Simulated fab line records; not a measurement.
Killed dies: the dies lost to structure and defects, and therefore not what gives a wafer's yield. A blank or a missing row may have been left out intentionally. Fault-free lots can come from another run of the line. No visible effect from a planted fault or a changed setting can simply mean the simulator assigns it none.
Matching of chambers / flow nand harc / NHARC_A_CHANNEL_FILL_D2_STRIP_28 on rie diel-04: 4 sister chambers
The step strips in O2, time 20 s. 24 wafers are shown with their chamber, then 12 later ones without.

## WAFERS PAIRED WITH THEIR CHAMBERS
wafer=L074.1; chamber=3; drypump motor current A (A)=5.6; rf vpp V (V)=59.2; oes product au (a.u.)=1.000
wafer=L074.3; chamber=2; drypump motor current A (A)=6.5; rf vpp V (V)=58.4; oes product au (a.u.)=0.998
wafer=L074.5; chamber=3; drypump motor current A (A)=5.6; rf vpp V (V)=57.5; oes product au (a.u.)=0.994
wafer=L077.2; chamber=2; drypump motor current A (A)=6.5; rf vpp V (V)=59.0; oes product au (a.u.)=1.004
wafer=L077.4; chamber=1; drypump motor current A (A)=5.1; rf vpp V (V)=58.3; oes product au (a.u.)=1.006
wafer=L077.5; chamber=3; drypump motor current A (A)=5.6; rf vpp V (V)=57.0; oes product au (a.u.)=1.011
wafer=L079.1; chamber=0; drypump motor current A (A)=4.9; rf vpp V (V)=56.5; oes product au (a.u.)=1.007
wafer=L079.2; chamber=3; drypump motor current A (A)=5.7; rf vpp V (V)=58.0; oes product au (a.u.)=1.002
wafer=L079.4; chamber=2; drypump motor current A (A)=6.5; rf vpp V (V)=59.3; oes product au (a.u.)=1.000
wafer=L080.4; chamber=3; drypump motor current A (A)=5.6; rf vpp V (V)=58.0; oes product au (a.u.)=0.990
wafer=L080.5; chamber=2; drypump motor current A (A)=6.5; rf vpp V (V)=59.3; oes product au (a.u.)=1.006
wafer=L080.6; chamber=3; drypump motor current A (A)=5.6; rf vpp V (V)=58.1; oes product au (a.u.)=1.003
wafer=L081.1; chamber=0; drypump motor current A (A)=4.9; rf vpp V (V)=56.7; oes product au (a.u.)=1.005
wafer=L081.2; chamber=3; drypump motor current A (A)=5.6; rf vpp V (V)=59.3; oes product au (a.u.)=0.990
wafer=L081.5; chamber=2; drypump motor current A (A)=6.5; rf vpp V (V)=58.6; oes product au (a.u.)=0.993
wafer=L082.1; chamber=2; drypump motor current A (A)=6.5; rf vpp V (V)=57.3; oes product au (a.u.)=1.019
wafer=L082.4; chamber=3; drypump motor current A (A)=5.6; rf vpp V (V)=56.6; oes product au (a.u.)=1.001
wafer=L082.5; chamber=2; drypump motor current A (A)=6.5; rf vpp V (V)=58.2; oes product au (a.u.)=1.001
wafer=L086.1; chamber=2; drypump motor current A (A)=6.5; rf vpp V (V)=57.7; oes product au (a.u.)=1.002
wafer=L086.3; chamber=0; drypump motor current A (A)=4.9; rf vpp V (V)=58.2; oes product au (a.u.)=0.994
wafer=L086.6; chamber=3; drypump motor current A (A)=5.6; rf vpp V (V)=57.5; oes product au (a.u.)=0.994
wafer=L087.3; chamber=0; drypump motor current A (A)=4.9; rf vpp V (V)=55.8; oes product au (a.u.)=0.996
wafer=L087.4; chamber=2; drypump motor current A (A)=6.5; rf vpp V (V)=58.5; oes product au (a.u.)=1.001
wafer=L087.6; chamber=3; drypump motor current A (A)=5.7; rf vpp V (V)=57.2; oes product au (a.u.)=0.979

SIGNATURES, as means of the wafers listed above
reading=drypump motor current A; chamber 0=4.900; chamber 1=5.100; chamber 2=6.500; chamber 3=5.620; scatter within a chamber=0.0283
reading=rf vpp V; chamber 0=56.800; chamber 1=58.300; chamber 2=58.478; chamber 3=57.840; scatter within a chamber=0.829
reading=oes product au; chamber 0=1.00050; chamber 1=1.00600; chamber 2=1.00267; chamber 3=0.99640; scatter within a chamber=0.00791
Rule: a wafer's distance from a chamber is the root of the sum, over the readings, of the square of ((its reading less the chamber's mean) divided by the reading's scatter). If the next closest chamber is less than 2 further off than the closest, the wafer can't be placed; otherwise it belongs to the closest. The scatter: the root of (the sum of the squares of (reading less its chamber's mean) over the shown wafers, divided by (wafers less chambers)).

## WAFERS MISSING THEIR CHAMBER
wafer=L089.1; drypump motor current A (A)=4.9; rf vpp V (V)=58.1; oes product au (a.u.)=1.000
wafer=L089.3; drypump motor current A (A)=5.1; rf vpp V (V)=55.9; oes product au (a.u.)=0.993
wafer=L089.4; drypump motor current A (A)=6.5; rf vpp V (V)=58.2; oes product au (a.u.)=1.008
wafer=L092.2; drypump motor current A (A)=4.9; rf vpp V (V)=57.3; oes product au (a.u.)=0.996
wafer=L092.3; drypump motor current A (A)=5.7; rf vpp V (V)=57.6; oes product au (a.u.)=0.994
wafer=L092.6; drypump motor current A (A)=5.1; rf vpp V (V)=56.7; oes product au (a.u.)=0.979
wafer=L095.2; drypump motor current A (A)=5.6; rf vpp V (V)=57.5; oes product au (a.u.)=0.995
wafer=L095.4; drypump motor current A (A)=4.9; rf vpp V (V)=58.6; oes product au (a.u.)=1.000
wafer=L095.6; drypump motor current A (A)=6.5; rf vpp V (V)=58.0; oes product au (a.u.)=0.992
wafer=L096.3; drypump motor current A (A)=4.9; rf vpp V (V)=58.6; oes product au (a.u.)=0.983
wafer=L096.4; drypump motor current A (A)=5.1; rf vpp V (V)=58.7; oes product au (a.u.)=1.002
wafer=L096.6; drypump motor current A (A)=6.5; rf vpp V (V)=58.7; oes product au (a.u.)=0.994

## THE CHAMBER EACH PASSED THROUGH
wafer=L089.1; from the rows above=0; in truth=0
wafer=L089.3; from the rows above=1; in truth=1
wafer=L089.4; from the rows above=2; in truth=2
wafer=L092.2; from the rows above=0; in truth=0
wafer=L092.3; from the rows above=3; in truth=3
wafer=L092.6; from the rows above=1; in truth=1
wafer=L095.2; from the rows above=3; in truth=3
wafer=L095.4; from the rows above=0; in truth=0
wafer=L095.6; from the rows above=2; in truth=2
wafer=L096.3; from the rows above=0; in truth=0
wafer=L096.4; from the rows above=1; in truth=1
wafer=L096.6; from the rows above=2; in truth=2
12 of 12 placed correctly. Can't be placed from these rows: 0. Number placed wrongly: 0.
